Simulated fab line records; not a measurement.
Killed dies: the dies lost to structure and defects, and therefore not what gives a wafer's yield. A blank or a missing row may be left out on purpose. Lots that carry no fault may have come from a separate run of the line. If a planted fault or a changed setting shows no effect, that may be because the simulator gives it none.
Chamber matching	flow nand-harc	4 sister chambers for NHARC_P_M1_ETCH_28 on rie-diel-10
The step etches the open film in CF4/N2, target depth 30 nm, time 72.99 s. 8 wafers are shown with their chamber, then 7 later ones without.

WAFERS, EACH WITH ITS CHAMBER
wafer	chamber	drypump-motor-current-A (A)	rf-vpp-V (V)
L481.3	1	5.5	313.9
L493.2	3	5.9	315.7
L493.6	0	5.2	310.5
L497.3	2	5.3	316.5
L497.5	1	5.5	313.5
L497.6	0	5.2	311.7
L496.1	3	6.0	314.1
L496.2	2	5.3	315.7

WAFERS MISSING THEIR CHAMBER
wafer	drypump-motor-current-A (A)	rf-vpp-V (V)
L496.6	6.0	313.5
L498.1	5.5	312.4
L498.2	5.2	313.5
L498.4	5.3	316.5
L499.1	5.3	317.3
L499.2	5.2	311.4
L499.4	6.0	314.9

THE CHAMBER EACH PASSED THROUGH
wafer	from the rows above	in truth
L496.6	3	3
L498.1	1	1
L498.2	can't be placed: 0 or 2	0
L498.4	2	2
L499.1	2	2
L499.2	0	0
L499.4	3	3
Correctly placed: 6 of 7. Can't be placed from these rows: 1 (the true chamber is among the candidates in 1). Placed wrongly: 0.
How it was worked out, from the rows above alone: a wafer's distance from a chamber is the root of the sum, over the readings, of the square of ((its reading less the chamber's mean) divided by the reading's scatter). If the next closest chamber is less than 2 further off than the closest, the wafer can't be placed; otherwise it belongs to the closest. The mean given for a chamber averages the wafers shown for that chamber. How the scatter is found: for the shown wafers, subtract from each reading the mean of its chamber, square and add these, divide the total by (wafers less chambers), then take the root.
